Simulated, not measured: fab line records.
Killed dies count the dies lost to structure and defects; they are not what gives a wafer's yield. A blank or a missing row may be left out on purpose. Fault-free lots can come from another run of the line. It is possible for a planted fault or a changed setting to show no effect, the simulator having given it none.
Matching of chambers    flow n5Finfet    N5_BEOL_M1_DESCUM_33 on rieDiel-04 has 4 sister chambers
The step chemistry O2, time 7 s. 8 wafers are shown with their chamber, then 7 later ones without.

== WAFERS, EACH WITH ITS CHAMBER ==
wafer   chamber  showerheadPlenumPTorr (Torr)  throttleValvePct (%)
L075.3  2        2.22                          20.10
L082.2  1        2.13                          20.33
L082.5  0        2.06                          20.25
L083.2  1        2.13                          20.32
L083.3  3        1.99                          20.84
L083.4  2        2.21                          20.15
L092.1  3        1.98                          20.87
L092.2  0        2.05                          20.29

== WAFERS MISSING THEIR CHAMBER ==
wafer   showerheadPlenumPTorr (Torr)  throttleValvePct (%)
L092.4  2.12                          19.94
L094.3  1.98                          20.88
L094.4  2.21                          20.18
L094.5  2.21                          20.18
L096.1  2.21                          20.18
L096.2  2.12                          19.94
L096.5  2.05                          20.29

== EACH ONE'S CHAMBER ==
wafer   from the rows above           in truth
L092.4  can't be placed: 1 or 0 or 2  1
L094.3  3                             3
L094.4  2                             2
L094.5  2                             2
L096.1  2                             2
L096.2  can't be placed: 1 or 0 or 2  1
L096.5  0                             0
Correctly placed: 5 of 7. Cannot be placed on the basis of these rows: 2; the candidates contain the true chamber in 2. Wrongly placed: 0.
How it was worked out, from the rows above alone: a wafer's distance from a chamber is the root of the sum, over the readings, of the square of ((its reading less the chamber's mean) divided by the reading's scatter). If the next closest chamber is less than 2 further off than the closest, the wafer can't be placed; otherwise it belongs to the closest. The mean given for a chamber averages the wafers shown for that chamber. How the scatter is found: for the shown wafers, subtract from each reading the mean of its chamber, square and add these, divide the total by (wafers less chambers), then take the root.
